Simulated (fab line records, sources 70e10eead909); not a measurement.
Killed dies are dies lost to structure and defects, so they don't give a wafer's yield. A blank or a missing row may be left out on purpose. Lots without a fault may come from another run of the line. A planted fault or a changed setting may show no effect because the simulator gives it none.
A struck lot beside a sound one | flow nand_harc | 19 steps out of a route of 1302
Sound: wafers L176.3, L176.4, L176.5. Struck: wafers L181.3, L181.4, L181.6. The cause comes at the end.
At each step with rows: each side's tool, then ch and its chambers, then its first start. Under that, the readings that differ: sound wafers | struck wafers | difference of the means | sigmas: that difference in standard deviations of wafers without a fault.
alike: readings whose means differ by less than 2 such deviations, and words and numbers that are the same on both sides. not compared: withheld readings, readings that some wafer has no value for, bounds like >300 that may hide the same value, and numbers for which the record gives no deviation and whose values overlap.
The two part at a step that has a row with sigmas, a row that says differs or no value, or rows on one side only. Numbers that don't overlap but have no deviation are shown without sigmas and don't part them. A reading that every wafer of one side lacks parts them only if that side has two wafers or more.

first, 1 step without rows for these wafers: NHARC_P_GATE_DEVELOP_90 (time 70 s).
NHARC_P_GATE_CD_MEAS_91: target cd 2000 nm.
  sound on cd_sem-03 ch 0, day 5 22:55; struck on cd_sem-02 ch 0, day 7 15:44
  alike: cd_nm
then, 1 step without rows for these wafers: NHARC_P_GATE_HARDBAKE_92 (time 80 s).
NHARC_P_GATE_DESCUM_93: chemistry O2, time 3 s.
  sound on rie_diel-02 ch 1,2, day 5 23:05; struck on rie_diel-09 ch 1,2,3, day 7 15:54
  alike: chamber_pressure_mTorr, drypump_motor_current_A, oes_product_au, rf_vpp_V, showerhead_plenum_p_Torr, throttle_valve_pct
  not compared: rf_hours_counter_h
then, 2 steps without rows for these wafers: NHARC_P_GATE_IMPLANT_94; NHARC_P_GATE_STRIP_113 (strips in N2/H2, time 740 s).
NHARC_P_GATE_STRIP_95: strips in O2.
  sound on plasma_asher-02 ch 0,1, day 6 00:13; struck on plasma_asher-01 ch 0,1, day 7 16:59
  alike: drypump_motor_current_A, heater_power_w
  not compared: rf_hours_counter_h
then, 1 step without rows for these wafers: NHARC_P_GATE_STRIP_96 (strips in SPM, time 900 s).
NHARC_P_GATE_RTA_64: time 1 s.
  sound on rtp_anneal-01 ch 0, day 6 00:49; struck on rtp_anneal-02 ch 0, day 7 17:35
  reading             | sound                | struck               | difference | sigmas
  lamp_power_pct (%)  | 36.1 36.0 36.0       | 31.7 31.7 31.7       | -4.3       | -2
  lamp_zone_1_pct (%) | 36.0 36.0 36.0       | 31.7 31.7 31.7       | -4.3       | -2
  wafer_temp_C_max    | 1054.3 1052.7 1053.0 | 1055.8 1054.5 1055.7 | +2.0       | +2
then, 3 steps without rows for these wafers: NHARC_P_GATE_ETCH_77 (etches SiO2 in dHF, target depth 6 nm); NHARC_P_GATE_DEGAS_109 (time 60 s); NHARC_P_GATE_PRE_CLEAN_110 (time 30 s).
NHARC_P_GATE_SPUTTER_78: material Ni, target thk 10 nm.
  sound on pvd_sputter-01, day 6 01:10; struck on pvd_sputter-02, day 7 17:56
then, 1 step without rows for these wafers: NHARC_P_GATE_SPUTTER_79 (material TiN, target thk 10 nm).
NHARC_P_GATE_RTA_80: time 30 s.
  sound on rtp_anneal-02 ch 0, day 6 01:25; struck on rtp_anneal-02 ch 0, day 7 18:12
  alike: wafer_temp_C_max
then, 1 step without rows for these wafers: NHARC_P_GATE_STRIP_67 (strips in SPM, time 600 s).
NHARC_P_GATE_RTA_82: time 30 s.
  sound on rtp_anneal-01 ch 0, day 6 01:53; struck on rtp_anneal-01 ch 0, day 7 18:40
  alike: lamp_power_pct, lamp_zone_1_pct, wafer_temp_C_max
NHARC_P_GATE_INSPECT_68:
  sound on defect_inspect-02, day 6 02:01; struck on defect_inspect-01, day 7 18:48
  alike: raw_defect_count
-- the record jumps here: 19 days lie between the struck wafers' starts before and after (it left off in module P_GATE and takes up again in module END, whose first step shown is number 1302 of the route) --
NHARC_END_SORT_01:
  sound on prober-01 ch 0, day 25 01:17; struck on prober-01 ch 0, day 26 08:40
  reading             | sound    | struck                                                               | difference                   | sigmas
  hold                | - - -    | await_dispo/4.3h/scrap await_dispo/4.3h/scrap await_dispo/4.3h/scrap | no value on the sound wafers |
  killed_at_periphery | 7 7 6    | 566 542 556                                                          | +548                         | +99 or more
  killed_dies         | 72 62 71 | 644 635 637                                                          | +570                         | +29
  alike: killed_at_array, killed_at_other, killed_open, killed_short

WHERE THEY PART
First at NHARC_P_GATE_RTA_64; last, within this record, at NHARC_END_SORT_01.

WHY: what the simulator had put in
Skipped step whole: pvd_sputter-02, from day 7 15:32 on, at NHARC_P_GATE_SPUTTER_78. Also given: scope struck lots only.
